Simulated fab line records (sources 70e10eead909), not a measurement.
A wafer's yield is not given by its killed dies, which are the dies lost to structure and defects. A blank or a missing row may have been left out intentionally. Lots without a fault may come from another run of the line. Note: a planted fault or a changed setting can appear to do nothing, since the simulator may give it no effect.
A struck lot beside a sound one	flow nandHarc	14 out of 1302 route steps
Sound: these wafers, L250.4, L250.5, L250.6. Struck: wafer L269.4 (L269.5, L269.6, from the same lot, were not struck and are left out); the cause is given at the end.
Per side, at each step with rows, come the tool, then ch with its chambers, and then its first start. Under that, the readings that differ: sound wafers	struck wafers	difference of the means	sigmas: that difference in standard deviations of wafers without a fault.
alike: readings with means less than 2 such deviations apart, plus words and numbers identical on both sides. not compared: withheld readings, readings lacking a value on some wafer, bounds such as >300 that could conceal the same value, and numbers that have no deviation in the record and whose values overlap.
The two part at a step that has a row with sigmas, a row that says differs or no value, or rows on one side only. Numbers that don't overlap but have no deviation are shown without sigmas and don't part them. Lack of a reading on every wafer of one side parts them only where that side has two or more wafers.

first, 8 steps without rows for these wafers: NHARC_A_CONTACT_COAT_86 (time 75 s); NHARC_A_CONTACT_COAT_87 (time 65 s); NHARC_A_CONTACT_COAT_02 (resist thk 90 nm); NHARC_A_CONTACT_SOFTBAKE_03 (time 55 s); NHARC_A_CONTACT_EBR_04; NHARC_A_CONTACT_EXPOSE_05 (exposes mask A CC); NHARC_A_CONTACT_PEB_06 (peb time 65 s); NHARC_A_CONTACT_DEVELOP_07 (develop time 35 s).
NHARC_A_CONTACT_CD_MEAS_08: the cd target is 200 nm.
  sound on cdSem-03 ch 0, day 23 08:50; struck on cdSem-02 ch 0, day 31 10:24
  alike: cdNm
NHARC_A_CONTACT_OVL_MEAS_09:
  struck on overlay-01, day 31 10:29; sound on overlay-01, day 23 08:55
  alike: overlayXNm, overlayYNm
NHARC_A_CONTACT_INSPECT_10:
  struck on defectInspect-01, day 31 10:31; sound on defectInspect-02, day 23 08:57
  alike: rawDefectCount
NHARC_A_CONTACT_DESCUM_13: chemistry O2, time 3 s.
  sound on rieDiel-05 ch 0,1,3, day 23 09:02; struck on rieDiel-05 ch 3, day 31 10:34
  alike: chamberPressureMTorr, drypumpMotorCurrentA, oesProductAu, rfVppV, showerheadPlenumPTorr, throttleValvePct
  not compared: rfHoursCounterH
NHARC_A_CONTACT_ETCH_88: etches the open film in CF4, target depth 39 nm, time 65 s.
  sound on rieDiel-05 ch 0,1,2, day 23 09:07; struck on rieDiel-05 ch 2, day 31 10:41
reading	sound	struck	difference	sigmas
runLengthS (s)	86.23 86.44 86.20	72.02	-14.27	-55
  alike: chamberPressureMTorr, drypumpMotorCurrentA, oesProductAu, rfVppV, showerheadPlenumPTorr, throttleValvePct
  not compared: rfHoursCounterH
NHARC_A_CONTACT_ETCH_89: etches the open film in N2/H2, target depth 260 nm, time 475.3 s.
  sound on rieDiel-05 ch 2,3; struck on rieDiel-05 ch 2
  alike: chamberPressureMTorr, drypumpMotorCurrentA, oesProductAu, rfVppV, runLengthS, showerheadPlenumPTorr, throttleValvePct
  not compared: rfHoursCounterH

## WHERE THEY PART
Only at NHARC_A_CONTACT_ETCH_88, within this record. Later steps at which nothing parts them and some readings are alike: NHARC_A_CONTACT_ETCH_89.

WHY: whatever the simulator had introduced
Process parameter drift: rieDiel-05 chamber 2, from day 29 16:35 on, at NHARC_A_CONTACT_ETCH_88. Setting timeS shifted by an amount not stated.
